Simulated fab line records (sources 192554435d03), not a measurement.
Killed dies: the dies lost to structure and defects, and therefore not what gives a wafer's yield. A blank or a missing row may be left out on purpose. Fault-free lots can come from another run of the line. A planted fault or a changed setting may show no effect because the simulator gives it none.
Split-lot experiment | flow n5_finfet | 21 wafers read from 7 lots, route of 1938 steps

== SPLIT DETAILS ==
At N5_BEOL_M7_ETCH_61 (etches SiARC in CF4, target depth 45.5 nm, time 75.8 s), the setting source_w was moved away from the recipe's 545 W on 6 of the 21 wafers read, by -11.2% to +17.7%. For the rest of the wafers, this setting stayed at what the recipe calls for.

Reading taken at the split's own step.

== THE READING ==
rf_vpp_V, in V, at N5_BEOL_M7_ETCH_61 (etches SiARC in CF4, target depth 45.5 nm, time 75.8 s). Typical for fault-free wafers on this fab line: 183.9 V, with standard deviation 1.1 V.

wafer  | tool, chamber at the split | source_w as run, W | against the recipe | rf_vpp_V, V | against lot-mates on the recipe
L074.4 | rie_diel-02, 3             | 545                | recipe             | 182.9       | -
L074.5 | rie_diel-02, 1             | 545                | recipe             | 181.4       | -
L074.6 | rie_diel-02, 0             | 641.7              | +17.7%             | 174.0       | -8.2
L075.2 | rie_diel-02, 3             | 545                | recipe             | 182.5       | -
L075.3 | rie_diel-02, 1             | 545                | recipe             | 182.1       | -
L075.6 | rie_diel-02, 1             | 545                | recipe             | 183.5       | -
L078.2 | rie_diel-03, 1             | 545                | recipe             | 184.0       | -
L078.4 | rie_diel-03, 3             | 545                | recipe             | 184.8       | -
L078.6 | rie_diel-03, 1             | 545                | recipe             | 184.3       | -
L080.1 | rie_diel-02, 1             | 483.9              | -11.2%             | 191.1       | no lot-mate on the recipe
L080.4 | rie_diel-02, 2             | 483.9              | -11.2%             | 189.7       | no lot-mate on the recipe
L080.5 | rie_diel-02, 0             | 483.9              | -11.2%             | 191.7       | no lot-mate on the recipe
L084.3 | rie_diel-03, 3             | 545                | recipe             | 185.3       | -
L084.4 | rie_diel-03, 1             | 545                | recipe             | 184.9       | -
L084.5 | rie_diel-03, 2             | 545                | recipe             | 183.5       | -
L088.1 | rie_diel-02, 1             | 545                | recipe             | 181.9       | -
L088.3 | rie_diel-02, 0             | 545                | recipe             | 185.1       | -
L088.4 | rie_diel-02, 3             | 545                | recipe             | 184.6       | -
L096.1 | rie_diel-03, 1             | 632                | +16.0%             | 175.5       | -9.4
L096.2 | rie_diel-03, 2             | 545                | recipe             | 184.9       | -
L096.6 | rie_diel-03, 1             | 632                | +16.0%             | 174.2       | -10.7

FIT RESULTS
A straight line over all 21 wafers: rf_vpp_V changes by -0.58 V for each +1% of source_w; r = -0.97; the points scatter about the line by 1.2 V.
The same after taking each lot's own level away (the mean of its wafers on the recipe; 18 wafers): -0.564 V for each +1%; r = -0.96; scatter 1 V.
Per that fit: largest source_w move, reading shift of 10 V.
The span of the lots' own levels, 182.15 to 184.90 V, comes to 2.5 times the standard deviation stated above.
So the lot-to-lot level changes the slope little: the two slopes agree.
Check: with one of the wafers moved furthest among these (+17.7%) left out of the fit, the line predicts -11.2 V for it against its lot-mates. Against them it came out at -8.15 V.
Tool readings at the split's step, against how far the setting was moved: etch_rf_on_time_s r = -0.97; rf_vpp_V r = -0.97.

== THE WHOLE CHAIN: every reading that the file lists as answering this split, in the file's order ==
step               | what it does                                           | reading           | change (the file's fit)              | r (the file's)
N5_BEOL_M7_ETCH_61 | etches SiARC in CF4, target depth 45.5 nm, time 75.8 s | etch_rf_on_time_s | withheld for each +1% of the setting | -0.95
N5_BEOL_M7_ETCH_61 | etches SiARC in CF4, target depth 45.5 nm, time 75.8 s | rf_vpp_V          | -0.536 V for each +1% of the setting | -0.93

== FILE'S OWN FIT ==
rf_vpp_V changes by -0.536 V for each +1% of source_w, r = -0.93.
